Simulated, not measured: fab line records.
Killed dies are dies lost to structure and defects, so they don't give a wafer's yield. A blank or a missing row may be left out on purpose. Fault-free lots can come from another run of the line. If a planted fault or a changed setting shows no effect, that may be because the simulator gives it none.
Which tool was responsible? ; flow nandHarc ; Sampling: 6 lots, 18 wafers, 2 of 1302 route steps

## WHAT EACH GAUGE READ, for each wafer
NHARC_A_CHANNEL_HOLE_D2_INSPECT_40.
lot;measured;on;rawDefectCount
L104;day 14 06:05;defectInspect-01;426 727 755
L114;day 18 15:16;defectInspect-01;249 333 331
L117;day 19 22:25;defectInspect-02;319 300 322
L120;day 21 01:53;defectInspect-02;227 260 290
L124;day 22 03:23;defectInspect-01;230 391 351
L125;day 22 23:27;defectInspect-02;168 155 242

## EACH LOT AND THE TOOL THAT RAN IT (in order: tool; ch and the chambers of the sampled wafers; start)
lot;NHARC_A_CHANNEL_HOLE_D2_ETCH_26
L104;harEtch-02 ch 0,1, day 14 04:10
L114;harEtch-02 ch 0,1, day 18 13:21
L117;harEtch-02 ch 0,1, day 19 20:34
L120;harEtch-02 ch 0,1, day 20 23:58
L124;harEtch-01 ch 0,1, day 22 01:31
L125;harEtch-02 ch 0,1, day 22 21:32
- NHARC_A_CHANNEL_HOLE_D2_ETCH_26: etches the open film in C4F8/O2/Ar, time 224.1 s, target depth 300 nm.

## THE ANSWER, worked out from the rows above alone
Rule: the lots themselves supply what counts as usual. Put in order of their means at a reading, lots are off if they are a third of the lots or fewer, leave a main group of 4 or more, and stand apart from it by a gap of 3 or more times the standard deviation of the main group's means; of several such gaps the widest counts. The tables above print the reading to a certain number of digits; a main group whose means all agree to those digits is not used. Also off: a lot with no number at a reading for which 4 or more lots have one. The other lots that the step has rows for count as sound.
Off: L104 (NHARC_A_CHANNEL_HOLE_D2_INSPECT_40, rawDefectCount). For the main group the mean is 278 and the standard deviation 50.
If a tool, at a process step before that reading, ran all the lots that are off and no sound lot after the first of them, it fits. The gauges at NHARC_A_CHANNEL_HOLE_D2_INSPECT_40 are tried like those tools. No candidate that was tried fits.

## WHAT THE SIMULATOR HAD PUT IN
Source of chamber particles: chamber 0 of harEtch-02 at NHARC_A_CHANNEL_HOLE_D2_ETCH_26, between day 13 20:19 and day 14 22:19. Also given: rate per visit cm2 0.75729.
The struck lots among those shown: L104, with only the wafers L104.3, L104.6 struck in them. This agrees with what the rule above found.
